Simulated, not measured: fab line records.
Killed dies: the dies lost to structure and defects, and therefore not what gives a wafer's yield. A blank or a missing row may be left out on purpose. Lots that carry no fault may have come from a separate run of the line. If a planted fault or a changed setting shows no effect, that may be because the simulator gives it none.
Split-lot experiment || flow n5Finfet || on a route of 1938 steps: 7 lots, 21 wafers read

ABOUT THE SPLIT
At N5_BEOL_M7_TRENCH_ETCH_37 (etches SiCOH lowk in C4F6/O2, target depth 93.478 nm, time 31.2 s), the setting timeS was moved away from the recipe's 31.2 s on 6 of the 21 wafers read, by -14.3% to +18.9%. For the rest of the wafers, this setting stayed at what the recipe calls for.

FROM THE SPLIT TO THE READING: what the file shows between them, 11 steps
- N5_BEOL_M7_ETCH_41: etches SiCN in CH3F/O2, target depth 31.9 nm, time 57.8 s
- N5_BEOL_M7_STRIP_80: strips in N2/H2, time 10 s
- N5_BEOL_M7_OCD_MEAS_38
- N5_BEOL_M7_HM_STRIP_39: strips TiN in peroxide tin strip, target depth 25 nm, time 158 s
- N5_BEOL_M7_SRD_40: time 30 s
- N5_BEOL_M7_ECD_50: material Cu, target thk 300 nm
- N5_BEOL_M7_ANNEAL_51: time 90 s
- N5_BEOL_M7_CMP_52: polishes, stops on SiCOH lowk, t overpolish 6.9 s, target thk 80 nm
- N5_BEOL_M7_THK_MEAS_53: measures by xrf
- N5_BEOL_M7_PRE_CLEAN_55: time 15 s
- N5_BEOL_M7_DEP_56: deposits SiCN from 3MS/NH3, target thk 10 nm, time 17.5 s

THE READING
M7_RS (ohm/sq), read at N5_BEOL_M7_RS_MEAS_57 with a four-point probe. On this fab line, fault-free wafers typically give 0.288 ohm/sq with a standard deviation of 0.008 ohm/sq.

{"wafer": "L074.1", "tool, chamber at the split": "rieDiel-01, 3", "timeS as run, s": 31.2, "against the recipe": "recipe", "M7_RS, ohm/sq": 0.283, "against lot-mates on the recipe": "-"}
{"wafer": "L074.2", "tool, chamber at the split": "rieDiel-01, 2", "timeS as run, s": 35.39, "against the recipe": "+13.4%", "M7_RS, ohm/sq": 0.241, "against lot-mates on the recipe": -0.048}
{"wafer": "L074.4", "tool, chamber at the split": "rieDiel-01, 1", "timeS as run, s": 31.2, "against the recipe": "recipe", "M7_RS, ohm/sq": 0.295, "against lot-mates on the recipe": "-"}
{"wafer": "L076.1", "tool, chamber at the split": "rieDiel-03, 1", "timeS as run, s": 33.33, "against the recipe": "+6.8%", "M7_RS, ohm/sq": 0.276, "against lot-mates on the recipe": -0.016}
{"wafer": "L076.3", "tool, chamber at the split": "rieDiel-03, 2", "timeS as run, s": 31.2, "against the recipe": "recipe", "M7_RS, ohm/sq": 0.292, "against lot-mates on the recipe": "-"}
{"wafer": "L076.4", "tool, chamber at the split": "rieDiel-03, 0", "timeS as run, s": 33.33, "against the recipe": "+6.8%", "M7_RS, ohm/sq": 0.260, "against lot-mates on the recipe": -0.032}
{"wafer": "L078.2", "tool, chamber at the split": "rieDiel-06, 0", "timeS as run, s": 31.2, "against the recipe": "recipe", "M7_RS, ohm/sq": 0.295, "against lot-mates on the recipe": "-"}
{"wafer": "L078.3", "tool, chamber at the split": "rieDiel-06, 3", "timeS as run, s": 31.2, "against the recipe": "recipe", "M7_RS, ohm/sq": 0.283, "against lot-mates on the recipe": "-"}
{"wafer": "L078.4", "tool, chamber at the split": "rieDiel-06, 0", "timeS as run, s": 26.73, "against the recipe": "-14.3%", "M7_RS, ohm/sq": 0.359, "against lot-mates on the recipe": "+0.070"}
{"wafer": "L082.3", "tool, chamber at the split": "rieDiel-06, 3", "timeS as run, s": 37.11, "against the recipe": "+18.9%", "M7_RS, ohm/sq": 0.232, "against lot-mates on the recipe": -0.063}
{"wafer": "L082.5", "tool, chamber at the split": "rieDiel-06, 2", "timeS as run, s": 31.2, "against the recipe": "recipe", "M7_RS, ohm/sq": 0.295, "against lot-mates on the recipe": "-"}
{"wafer": "L082.6", "tool, chamber at the split": "rieDiel-06, 1", "timeS as run, s": 37.11, "against the recipe": "+18.9%", "M7_RS, ohm/sq": 0.223, "against lot-mates on the recipe": -0.072}
{"wafer": "L090.1", "tool, chamber at the split": "rieDiel-01, 2", "timeS as run, s": 31.2, "against the recipe": "recipe", "M7_RS, ohm/sq": 0.290, "against lot-mates on the recipe": "-"}
{"wafer": "L090.4", "tool, chamber at the split": "rieDiel-01, 0", "timeS as run, s": 31.2, "against the recipe": "recipe", "M7_RS, ohm/sq": 0.301, "against lot-mates on the recipe": "-"}
{"wafer": "L090.6", "tool, chamber at the split": "rieDiel-01, 2", "timeS as run, s": 31.2, "against the recipe": "recipe", "M7_RS, ohm/sq": 0.291, "against lot-mates on the recipe": "-"}
{"wafer": "L089.1", "tool, chamber at the split": "rieDiel-06, 0", "timeS as run, s": 31.2, "against the recipe": "recipe", "M7_RS, ohm/sq": 0.290, "against lot-mates on the recipe": "-"}
{"wafer": "L089.2", "tool, chamber at the split": "rieDiel-06, 2", "timeS as run, s": 31.2, "against the recipe": "recipe", "M7_RS, ohm/sq": 0.306, "against lot-mates on the recipe": "-"}
{"wafer": "L089.5", "tool, chamber at the split": "rieDiel-06, 3", "timeS as run, s": 31.2, "against the recipe": "recipe", "M7_RS, ohm/sq": 0.296, "against lot-mates on the recipe": "-"}
{"wafer": "L094.2", "tool, chamber at the split": "rieDiel-03, 1", "timeS as run, s": 31.2, "against the recipe": "recipe", "M7_RS, ohm/sq": 0.305, "against lot-mates on the recipe": "-"}
{"wafer": "L094.4", "tool, chamber at the split": "rieDiel-03, 2", "timeS as run, s": 31.2, "against the recipe": "recipe", "M7_RS, ohm/sq": 0.290, "against lot-mates on the recipe": "-"}
{"wafer": "L094.5", "tool, chamber at the split": "rieDiel-03, 3", "timeS as run, s": 31.2, "against the recipe": "recipe", "M7_RS, ohm/sq": 0.284, "against lot-mates on the recipe": "-"}

FIT RESULTS
A straight line over all 21 wafers: M7_RS changes by -0.00379 ohm/sq for each +1% of timeS; r = -0.97; the points scatter about the line by 0.0075 ohm/sq.
The same after taking each lot's own level away (the mean of its wafers on the recipe; 21 wafers): -0.00386 ohm/sq for each +1%; r = -0.97; scatter 0.0073 ohm/sq.
That fit puts the effect of the largest move of timeS on the reading at 0.073 ohm/sq.
The span of the lots' own levels, 0.2890 to 0.2973 ohm/sq, comes to 1.0 times the standard deviation stated above.
Consequently the slope shifts little with the lot-to-lot level, the two slopes agreeing.
Check: for one of the wafers moved furthest among these (+18.9%), held out of the fit, the line's prediction against its lot-mates is -0.0751 ohm/sq. Against them it came out at -0.063 ohm/sq.

FURTHER SPLITS ON THESE WAFERS
Note: prior to the reading, these wafers also went through further splits. Each is held against what the fit with the lots' levels taken away leaves over:
{"other split on the same wafers": "N5_BEOL_M7_COAT_60 spinRpm", "wafers away from the commonest value": 6, "r with M7_RS (lot level and that fit taken away)": "+0.22"}
{"other split on the same wafers": "N5_BEOL_M7_VIA_ETCH_34 sourceW", "wafers away from the commonest value": 6, "r with M7_RS (lot level and that fit taken away)": -0.27}

THE WHOLE CHAIN: every reading that the file lists as answering this split, in the file's order
{"step": "N5_BEOL_M7_TRENCH_ETCH_37", "what it does": "etches SiCOH lowk in C4F6/O2, target depth 93.478 nm, time 31.2 s", "reading": "etch.depthNm (the simulator's own value, which no gauge read)", "change (the file's fit)": "+0.958 nm for each +1% of the setting", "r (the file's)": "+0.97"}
{"step": "N5_BEOL_M7_TRENCH_ETCH_37", "what it does": "etches SiCOH lowk in C4F6/O2, target depth 93.478 nm, time 31.2 s", "reading": "BEOL_M7.featureDepthNm (the simulator's own value, which no gauge read)", "change (the file's fit)": "+0.958 nm for each +1% of the setting", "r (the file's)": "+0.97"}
{"step": "N5_BEOL_M7_OCD_MEAS_38", "what it does": "", "reading": "trenchDepthNm", "change (the file's fit)": "+0.974 nm for each +1% of the setting", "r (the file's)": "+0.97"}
{"step": "N5_BEOL_M7_CMP_52", "what it does": "polishes, stops on SiCOH lowk, t overpolish 6.9 s, target thk 80 nm", "reading": "Cu_of_BEOL_M7_ECD_50.thkNm (the simulator's own value, which no gauge read)", "change (the file's fit)": "+0.983 nm for each +1% of the setting", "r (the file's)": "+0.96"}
{"step": "N5_BEOL_M7_THK_MEAS_53", "what it does": "measures by xrf", "reading": "M7_THK", "change (the file's fit)": "+0.984 for each +1% of the setting", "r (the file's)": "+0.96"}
{"step": "N5_BEOL_M7_RS_MEAS_57", "what it does": "measures by four-point-probe", "reading": "M7_RS", "change (the file's fit)": "-0.00392 for each +1% of the setting", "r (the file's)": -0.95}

THE FILE'S OWN FIT
M7_RS changes by -0.00392 ohm/sq for each +1% of timeS, r = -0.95.
